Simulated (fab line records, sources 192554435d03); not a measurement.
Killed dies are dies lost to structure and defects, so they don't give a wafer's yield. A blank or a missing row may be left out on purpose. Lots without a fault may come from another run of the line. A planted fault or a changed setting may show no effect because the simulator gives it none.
Which tool did it? | flow n5_finfet | 11 lots, 33 wafers sampled, at 1 step of a route of 1938

WHAT THE GAUGES READ, wafer by wafer
N5_MOL_CONTACT_COAG_OVL_MEAS_09.
lot  | measured     | on         | CA_OVL (nm)
L215 | day 4 15:41  | overlay-01 | -1.1 -1.0 -0.4
L216 | day 5 01:13  | overlay-02 | 0.7 0.4 1.1
L218 | day 5 13:59  | overlay-01 | 1.3 1.4 0.9
L220 | day 6 00:42  | overlay-01 | -0.5 0.4 -0.9
L222 | day 6 22:38  | overlay-01 | 0.5 0.9 0.3
L223 | day 6 22:53  | overlay-01 | 0.1 0.6 0.9
L225 | day 7 17:44  | overlay-01 | 1.4 0.4 0.4
L233 | day 9 13:30  | overlay-02 | 0.7 0.0 1.1
L234 | day 10 00:01 | overlay-02 | 0.1 -0.1 0.3
L238 | day 10 11:14 | overlay-02 | 1.4 -0.7 0.6
L237 | day 10 15:30 | overlay-02 | 1.0 -0.4 -0.5

WHICH TOOL RAN EACH LOT (tool, then ch and the chambers of the sampled wafers, then the start)
The record holds no process step before these readings.

THE ANSWER, worked out from the rows above alone
Rule: what is usual is taken from the lots themselves. Put in order of their means at a reading, lots are off if they are a third of the lots or fewer, leave a main group of 4 or more, and stand apart from it by a gap of 3 or more times the standard deviation of the main group's means; of several such gaps the widest counts. A main group whose means are all the same, to the digits that the tables above print for the reading, isn't used. A lot without any number at a reading at which 4 lots or more have one is off too. The other lots that the step has rows for count as sound.
No lot is off at any reading shown: from this, nothing can be told.

WHAT THE SIMULATOR HAD PUT IN
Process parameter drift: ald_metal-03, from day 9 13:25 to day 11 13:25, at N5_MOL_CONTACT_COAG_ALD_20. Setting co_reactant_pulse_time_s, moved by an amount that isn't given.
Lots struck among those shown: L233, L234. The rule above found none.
